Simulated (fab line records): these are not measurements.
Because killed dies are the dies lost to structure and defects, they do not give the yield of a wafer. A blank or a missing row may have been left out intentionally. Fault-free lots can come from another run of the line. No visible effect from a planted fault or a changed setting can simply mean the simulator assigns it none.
Matching of chambers -- flow n5_finfet -- N5_GATE_CUT_SAC_CAP_01 on ald_sin-04: 4 sister chambers
The step material SiNx, target thk 24 nm, pulse time 1 s, ald cycles 480. 8 wafers are shown with their chamber, then 9 later ones without.

WAFERS, EACH WITH ITS CHAMBER
wafer,chamber,heater_power_w (W),precursor_pulse_height_rel
L083.2,3,944,0.978
L088.2,2,1023,1.001
L088.3,3,936,0.971
L088.5,1,833,0.993
L088.6,0,976,0.988
L090.1,0,972,1.011
L090.2,1,841,1.022
L090.3,2,1025,1.033

WAFERS WITH NO CHAMBER GIVEN
wafer,heater_power_w (W),precursor_pulse_height_rel
L090.4,919,1.006
L090.5,854,0.997
L090.6,979,0.963
L093.1,842,1.007
L093.2,936,0.983
L093.4,1033,1.001
L094.1,848,1.026
L094.2,963,0.972
L094.5,1022,0.963

EACH ONE'S CHAMBER
wafer,from the rows above,in truth
L090.4,3,3
L090.5,1,1
L090.6,0,0
L093.1,1,1
L093.2,3,3
L093.4,2,2
L094.1,1,1
L094.2,0,0
L094.5,2,2
Correct placement for 9 of the 9. Number that these rows cannot place: 0. Placed wrongly: 0.
How it was worked out, from the rows above alone: a wafer's distance from a chamber is the root of the sum, over the readings, of the square of ((its reading less the chamber's mean) divided by the reading's scatter). The wafer belongs to the nearest chamber; if the next one is less than 2 further off, it can't be placed. The mean given for a chamber averages the wafers shown for that chamber. The scatter: take each reading less its chamber's mean, square it, sum over the shown wafers, divide by the number of wafers less the number of chambers, and take the root.
